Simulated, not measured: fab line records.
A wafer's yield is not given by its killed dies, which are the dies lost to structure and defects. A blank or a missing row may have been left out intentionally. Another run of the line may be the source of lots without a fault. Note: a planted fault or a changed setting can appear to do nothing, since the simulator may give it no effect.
What tool caused it? | flow n5Finfet | 24 lots with 72 wafers sampled at 6 steps, on a route of 1938 steps

## WHAT THE GAUGES SHOWED, per wafer
N5_GATE_CUT_THK_MEAS_24.
lot  | measured     | on           | GC_FILL_THK (nm)
L074 | day 4 18:23  | filmMetro-02 | 219.0 218.9 217.9
L075 | day 5 03:55  | filmMetro-02 | 218.2 217.1 221.3
L076 | day 5 10:52  | filmMetro-01 | 215.8 217.4 218.6
L078 | day 5 14:25  | filmMetro-02 | 217.9 216.9 219.8
L077 | day 5 19:12  | filmMetro-02 | 218.2 216.7 220.9
L079 | day 5 23:34  | filmMetro-02 | 217.6 218.6 221.1
L080 | day 6 03:36  | filmMetro-02 | 218.0 214.4 218.9
L081 | day 6 11:36  | filmMetro-01 | 213.1 217.4 217.7
L082 | day 6 21:31  | filmMetro-02 | 217.6 220.3 220.2
L083 | day 7 03:25  | filmMetro-02 | 217.1 218.2 220.9
L084 | day 7 14:20  | filmMetro-01 | 216.1 219.0 218.5
L085 | day 7 21:01  | filmMetro-01 | 217.7 216.4 223.4
L086 | day 7 23:52  | filmMetro-02 | 219.6 220.4 219.7
L087 | day 8 02:41  | filmMetro-01 | 219.1 219.2 220.2
L088 | day 8 09:02  | filmMetro-02 | 219.4 217.8 223.2
L089 | day 8 14:45  | filmMetro-02 | 218.2 218.8 218.6
L090 | day 8 17:45  | filmMetro-02 | 221.6 217.7 218.0
L092 | day 9 00:59  | filmMetro-02 | 214.7 220.6 218.4
L091 | day 9 06:16  | filmMetro-02 | 216.0 216.5 222.1
L093 | day 9 12:20  | filmMetro-02 | 218.6 218.8 221.1
L094 | day 9 20:03  | filmMetro-02 | 215.0 219.6 217.1
L095 | day 9 20:19  | filmMetro-01 | 221.1 219.4 222.3
L096 | day 10 06:08 | filmMetro-02 | 216.7 217.1 219.1
L097 | day 10 12:38 | filmMetro-02 | 219.1 216.2 221.5

## TOOL THAT RAN EACH LOT (tool first, then ch and the chambers of the sampled wafers, then the start)
lot  | N5_SD_EPI_P_STRIP_40               | N5_SD_ACTIVATION_LSA_01          | N5_ILD0_CMP_12               | N5_HKMG_FIN_DESCUM_53            | N5_GATE_CUT_SAC_CAP_01
L074 | plasmaAsher-02 ch 0,1, day 3 08:26 | laserAnneal-01 ch 0, day 3 12:26 | cmp-01 ch 1,2, day 3 19:02   | rieDiel-06 ch 0,3, day 4 02:43   | aldSin-02 ch 1,2, day 4 11:59
L075 | plasmaAsher-01 ch 0,1, day 3 19:43 | laserAnneal-01 ch 0, day 3 23:43 | cmp-03 ch 0,1,2, day 4 06:11 | rieDiel-06 ch 1,2,3, day 4 13:03 | aldSin-04 ch 1,2, day 4 22:13
L076 | plasmaAsher-01 ch 0,1, day 4 02:11 | laserAnneal-02 ch 0, day 4 06:05 | cmp-01 ch 2,3, day 4 12:36   | rieDiel-03 ch 1,2, day 4 19:35   | aldSin-01 ch 0,1,2, day 5 04:55
L078 | plasmaAsher-02 ch 0,1, day 4 07:33 | laserAnneal-01 ch 0, day 4 10:44 | cmp-03 ch 0,1,2, day 4 17:21 | rieDiel-01 ch 1,3, day 5 00:18   | aldSin-04 ch 0,1,2, day 5 08:36
L077 | plasmaAsher-01 ch 0,1, day 4 09:08 | laserAnneal-02 ch 0, day 4 13:07 | cmp-04 ch 0,1,3, day 4 21:38 | rieDiel-01 ch 0,2,3, day 5 05:01 | aldSin-04 ch 0,2,3, day 5 13:31
L079 | plasmaAsher-02 ch 0,1, day 4 16:27 | laserAnneal-02 ch 0, day 4 19:37 | cmp-01 ch 1,2,3, day 5 02:19 | rieDiel-03 ch 0,2, day 5 08:54   | aldSin-01 ch 0,1, day 5 17:45
L080 | plasmaAsher-01 ch 0,1, day 4 19:37 | laserAnneal-02 ch 0, day 4 23:43 | cmp-01 ch 0,2,3, day 5 06:17 | rieDiel-06 ch 1,2, day 5 12:52   | aldSin-04 ch 0,2,3, day 5 21:49
L081 | plasmaAsher-02 ch 0, day 5 05:03   | laserAnneal-02 ch 0, day 5 08:12 | cmp-03 ch 1,3, day 5 14:40   | rieDiel-03 ch 2,3, day 5 21:28   | aldSin-02 ch 2,3, day 6 05:55
L082 | plasmaAsher-01 ch 0,1, day 5 14:47 | laserAnneal-02 ch 0, day 5 18:10 | cmp-04 ch 0,1,3, day 6 00:49 | rieDiel-03 ch 2,3, day 6 06:56   | aldSin-02 ch 0,1,3, day 6 15:18
L083 | plasmaAsher-01 ch 0,1, day 5 17:53 | laserAnneal-02 ch 0, day 5 21:53 | cmp-03 ch 0,1,2, day 6 05:28 | rieDiel-01 ch 0,1,2, day 6 11:53 | aldSin-01 ch 0,1,2, day 6 20:17
L084 | plasmaAsher-01 ch 0, day 6 05:43   | laserAnneal-02 ch 0, day 6 10:48 | cmp-01 ch 2,3, day 6 17:19   | rieDiel-03 ch 0,1,2, day 6 23:56 | aldSin-04 ch 0,3, day 7 08:34
L085 | plasmaAsher-02 ch 0,1, day 6 10:47 | laserAnneal-02 ch 0, day 6 15:51 | cmp-01 ch 0,1, day 6 22:41   | rieDiel-06 ch 1,2,3, day 7 05:53 | aldSin-01 ch 0,2,3, day 7 14:41
L086 | plasmaAsher-02 ch 0,1, day 6 12:32 | laserAnneal-02 ch 0, day 6 17:41 | cmp-03 ch 2,3, day 7 01:58   | rieDiel-06 ch 1,2, day 7 08:50   | aldSin-02 ch 0,2,3, day 7 17:49
L087 | plasmaAsher-01 ch 0,1, day 6 17:44 | laserAnneal-02 ch 0, day 6 21:42 | cmp-03 ch 1,3, day 7 04:58   | rieDiel-03 ch 0,2, day 7 12:10   | aldSin-02 ch 0,2,3, day 7 20:33
L088 | plasmaAsher-02 ch 0,1, day 6 23:32 | laserAnneal-02 ch 0, day 7 04:40 | cmp-01 ch 1,2,3, day 7 11:11 | rieDiel-01 ch 2,3, day 7 18:06   | aldSin-02 ch 0,2,3, day 8 03:19
L089 | plasmaAsher-01 ch 0,1, day 7 05:31 | laserAnneal-02 ch 0, day 7 09:43 | cmp-01 ch 2,3, day 7 16:13   | rieDiel-03 ch 1,3, day 7 22:28   | aldSin-01 ch 0,3, day 8 08:07
L090 | plasmaAsher-02 ch 0, day 7 07:59   | laserAnneal-02 ch 0, day 7 13:04 | cmp-04 ch 0,1,3, day 7 19:33 | rieDiel-03 ch 0,1,2, day 8 02:14 | aldSin-02 ch 2,3, day 8 11:40
L092 | plasmaAsher-02 ch 0,1, day 7 17:02 | laserAnneal-02 ch 0, day 7 21:00 | cmp-01 ch 0,2,3, day 8 03:42 | rieDiel-06 ch 0,1,2, day 8 10:07 | aldSin-04 ch 1,2,3, day 8 18:32
L091 | plasmaAsher-01 ch 0,1, day 7 19:21 | laserAnneal-02 ch 0, day 8 00:26 | cmp-04 ch 1,2,3, day 8 07:21 | rieDiel-06 ch 0,1,2, day 8 13:46 | aldSin-02 ch 2,3, day 8 22:26
L093 | plasmaAsher-01 ch 0,1, day 8 03:59 | laserAnneal-02 ch 0, day 8 09:10 | cmp-03 ch 1,3, day 8 15:58   | rieDiel-01 ch 0,1,3, day 8 22:17 | aldSin-02 ch 0,3, day 9 06:40
L094 | plasmaAsher-01 ch 0,1, day 8 09:14 | laserAnneal-02 ch 0, day 8 14:38 | cmp-03 ch 1,2,3, day 8 21:32 | rieDiel-03 ch 2,3, day 9 05:26   | aldSin-02 ch 0,1,2, day 9 14:14
L095 | plasmaAsher-01 ch 0,1, day 8 13:22 | laserAnneal-02 ch 0, day 8 16:33 | cmp-04 ch 0,1,3, day 8 23:10 | rieDiel-01 ch 0,1,2, day 9 05:46 | aldSin-04 ch 1,2,3, day 9 14:38
L096 | plasmaAsher-01 ch 0,1, day 8 22:18 | laserAnneal-02 ch 0, day 9 02:25 | cmp-04 ch 2,3, day 9 09:19   | rieDiel-03 ch 1,2, day 9 15:37   | aldSin-02 ch 0,1, day 10 00:02
L097 | plasmaAsher-02 ch 0,1, day 9 04:16 | laserAnneal-02 ch 0, day 9 08:11 | cmp-01 ch 0,1,2, day 9 14:45 | rieDiel-01 ch 0,1,3, day 9 21:01 | aldSin-04 ch 0,1,2, day 10 06:30
- N5_SD_EPI_P_STRIP_40: strips in N2/H2.
- N5_SD_ACTIVATION_LSA_01: time 0.0008 s.
- N5_ILD0_CMP_12: polishes SiNx, stops on poly-Si, t overpolish 6 s, target thk 17.67 nm.
- N5_HKMG_FIN_DESCUM_53: chemistry O2, time 7.9 s.
- N5_GATE_CUT_SAC_CAP_01: material SiNx, target thk 24 nm, pulse time 1 s, ald cycles 480.

## AS READ BY THE TOOLS THEMSELVES (means over the sampled wafers that have a number; for cases with no such wafer, the mark the record gives instead)
N5_SD_EPI_P_STRIP_40.
lot  | tool           | drypumpMotorCurrentA (A) | heaterPowerW (W) | oesProductAu (a.u.)
L074 | plasmaAsher-02 | 5.5                      | 326              | 0.763
L075 | plasmaAsher-01 | 4.9                      | 350              | 0.759
L076 | plasmaAsher-01 | 4.9                      | 356              | 0.767
L078 | plasmaAsher-02 | 5.6                      | 326              | 0.760
L077 | plasmaAsher-01 | 4.9                      | 347              | 0.761
L079 | plasmaAsher-02 | 5.5                      | 290              | 0.761
L080 | plasmaAsher-01 | 4.9                      | 349              | 0.774
L081 | plasmaAsher-02 | 5.7                      | 358              | 0.752
L082 | plasmaAsher-01 | 4.9                      | 351              | 0.765
L083 | plasmaAsher-01 | 4.9                      | 347              | 0.756
L084 | plasmaAsher-01 | 4.9                      | 376              | 0.756
L085 | plasmaAsher-02 | 5.5                      | 290              | 0.763
L086 | plasmaAsher-02 | 5.6                      | 324              | 0.760
L087 | plasmaAsher-01 | 4.9                      | 366              | 0.763
L088 | plasmaAsher-02 | 5.6                      | 319              | 0.764
L089 | plasmaAsher-01 | 4.9                      | 363              | 0.756
L090 | plasmaAsher-02 | 5.7                      | 352              | 0.754
L092 | plasmaAsher-02 | 5.5                      | 293              | 0.773
L091 | plasmaAsher-01 | 4.9                      | 361              | 0.755
L093 | plasmaAsher-01 | 4.9                      | 353              | 0.752
L094 | plasmaAsher-01 | 4.9                      | 340              | 0.773
L095 | plasmaAsher-01 | 4.9                      | 348              | 0.748
L096 | plasmaAsher-01 | 4.9                      | 355              | 0.752
L097 | plasmaAsher-02 | 5.5                      | 287              | 0.768

N5_SD_ACTIVATION_LSA_01.
lot  | tool           | wafer_temp_C_max
L074 | laserAnneal-01 | 1082.2
L075 | laserAnneal-01 | 1083.7
L076 | laserAnneal-02 | 1085.0
L078 | laserAnneal-01 | 1083.0
L077 | laserAnneal-02 | 1084.6
L079 | laserAnneal-02 | 1085.1
L080 | laserAnneal-02 | 1085.4
L081 | laserAnneal-02 | 1085.1
L082 | laserAnneal-02 | 1084.7
L083 | laserAnneal-02 | 1085.8
L084 | laserAnneal-02 | 1084.6
L085 | laserAnneal-02 | 1085.1
L086 | laserAnneal-02 | 1084.3
L087 | laserAnneal-02 | 1084.7
L088 | laserAnneal-02 | 1084.4
L089 | laserAnneal-02 | 1083.9
L090 | laserAnneal-02 | 1084.4
L092 | laserAnneal-02 | 1085.2
L091 | laserAnneal-02 | 1085.2
L093 | laserAnneal-02 | 1084.7
L094 | laserAnneal-02 | 1084.4
L095 | laserAnneal-02 | 1083.7
L096 | laserAnneal-02 | 1085.2
L097 | laserAnneal-02 | 1085.6

N5_ILD0_CMP_12.
lot  | tool   | motorCurrentA (A) | overpolishRunS (s) | timeToEndpointS (s)
L074 | cmp-01 | 9.3               | 6.004              | 26.9
L075 | cmp-03 | 9.8               | 5.988              | 28.2
L076 | cmp-01 | 9.2               | 6.010              | 26.1
L078 | cmp-03 | 9.5               | 6.004              | 27.4
L077 | cmp-04 | 9.3               | 5.991              | 28.3
L079 | cmp-01 | 9.7               | 6.002              | 30.3
L080 | cmp-01 | 9.0               | 6.003              | 31.8
L081 | cmp-03 | 9.9               | 6.000              | 25.7
L082 | cmp-04 | 9.0               | 6.004              | 25.8
L083 | cmp-03 | 9.4               | 6.001              | 29.9
L084 | cmp-01 | 9.1               | 5.994              | 28.5
L085 | cmp-01 | 9.0               | 6.001              | 29.1
L086 | cmp-03 | 8.6               | 6.007              | 26.1
L087 | cmp-03 | 9.6               | 6.002              | 22.9
L088 | cmp-01 | 9.5               | 6.007              | 31.8
L089 | cmp-01 | 9.0               | 5.987              | 25.7
L090 | cmp-04 | 8.9               | 5.999              | 28.6
L092 | cmp-01 | 9.1               | 6.011              | 30.3
L091 | cmp-04 | 9.1               | 5.992              | 29.4
L093 | cmp-03 | 9.2               | 5.998              | 24.6
L094 | cmp-03 | 9.7               | 6.003              | 25.6
L095 | cmp-04 | 9.0               | 6.002              | 28.1
L096 | cmp-04 | 8.8               | 5.994              | 29.5
L097 | cmp-01 | 9.4               | 5.999              | 31.4

N5_HKMG_FIN_DESCUM_53.
lot  | tool       | drypumpMotorCurrentA (A) | oesProductAu (a.u.) | rfVppV (V) | showerheadPlenumPTorr (Torr) | throttleValvePct (%)
L074 | rieDiel-06 | 5.5                      | 0.89                | 243.8      | 2.17                         | 20.4
L075 | rieDiel-06 | 5.7                      | 0.80                | 243.9      | 2.12                         | 20.4
L076 | rieDiel-03 | 5.5                      | 0.81                | 244.8      | 2.11                         | 20.4
L078 | rieDiel-01 | 6.0                      | 0.73                | 241.9      | 2.02                         | 20.4
L077 | rieDiel-01 | 6.3                      | 0.84                | 243.5      | 2.14                         | 20.6
L079 | rieDiel-03 | 5.9                      | 0.75                | 242.7      | 2.11                         | 20.6
L080 | rieDiel-06 | 6.2                      | 0.73                | 244.4      | 2.12                         | 20.4
L081 | rieDiel-03 | 5.7                      | 0.80                | 243.0      | 2.05                         | 20.0
L082 | rieDiel-03 | 5.7                      | 0.79                | 243.0      | 2.05                         | 20.0
L083 | rieDiel-01 | 6.2                      | 0.83                | 243.6      | 2.11                         | 20.4
L084 | rieDiel-03 | 5.7                      | 0.76                | 244.3      | 2.10                         | 20.5
L085 | rieDiel-06 | 5.7                      | 0.77                | 243.0      | 2.11                         | 20.4
L086 | rieDiel-06 | 6.1                      | 0.74                | 243.7      | 2.11                         | 20.4
L087 | rieDiel-03 | 5.6                      | 0.74                | 243.5      | 2.07                         | 20.3
L088 | rieDiel-01 | 6.1                      | 0.78                | 242.2      | 2.11                         | 20.8
L089 | rieDiel-03 | 5.7                      | 0.84                | 243.0      | 2.09                         | 20.4
L090 | rieDiel-03 | 5.7                      | 0.76                | 242.9      | 2.10                         | 20.5
L092 | rieDiel-06 | 5.9                      | 0.75                | 244.1      | 2.13                         | 20.4
L091 | rieDiel-06 | 5.9                      | 0.74                | 243.8      | 2.13                         | 20.4
L093 | rieDiel-01 | 6.2                      | 0.73                | 243.2      | 2.08                         | 20.6
L094 | rieDiel-03 | 5.7                      | 0.77                | 241.9      | 2.04                         | 20.0
L095 | rieDiel-01 | 6.2                      | 0.80                | 243.6      | 2.10                         | 20.5
L096 | rieDiel-03 | 5.4                      | 0.75                | 243.8      | 2.07                         | 20.3
L097 | rieDiel-01 | 6.2                      | 0.73                | 242.9      | 2.08                         | 20.6

N5_GATE_CUT_SAC_CAP_01.
lot  | tool      | heaterPowerW (W) | precursorPulseHeightRel
L074 | aldSin-02 | 917              | 1.001
L075 | aldSin-04 | 903              | 0.992
L076 | aldSin-01 | 793              | 1.007
L078 | aldSin-04 | 867              | 0.991
L077 | aldSin-04 | 902              | 0.993
L079 | aldSin-01 | 801              | 1.009
L080 | aldSin-04 | 892              | 0.997
L081 | aldSin-02 | 809              | 0.987
L082 | aldSin-02 | 869              | 1.018
L083 | aldSin-01 | 792              | 1.014
L084 | aldSin-04 | 902              | 0.978
L085 | aldSin-01 | 718              | 1.012
L086 | aldSin-02 | 799              | 0.981
L087 | aldSin-02 | 791              | 1.009
L088 | aldSin-02 | 801              | 0.984
L089 | aldSin-01 | 653              | 0.996
L090 | aldSin-02 | 813              | 0.998
L092 | aldSin-04 | 906              | 1.005
L091 | aldSin-02 | 813              | 0.989
L093 | aldSin-02 | 852              | 1.011
L094 | aldSin-02 | 831              | 1.026
L095 | aldSin-04 | 895              | 1.002
L096 | aldSin-02 | 833              | 0.982
L097 | aldSin-04 | 884              | 1.010

## THE ANSWER, worked out from the rows above alone
Rule: the lots themselves supply what counts as usual. Put in order of their means at a reading, lots are off if they are a third of the lots or fewer, leave a main group of 4 or more, and stand apart from it by a gap of 3 or more times the standard deviation of the main group's means; of several such gaps the widest counts. Not used: any main group whose means are identical at the precision the tables above print for the reading. Also off: a lot with no number at a reading for which 4 or more lots have one. All remaining lots with rows at the step are treated as sound. Order of review: gauges by route order, followed by the tools' own readings, for which a lot's mean as printed above is used. The first step at which some lot is off is used, and at that step the reading that is off furthest; a lot without a number counts as furthest.
Nothing can be told from this: no lot is off at any reading shown.

## WHAT WAS PUT IN BY THE SIMULATOR
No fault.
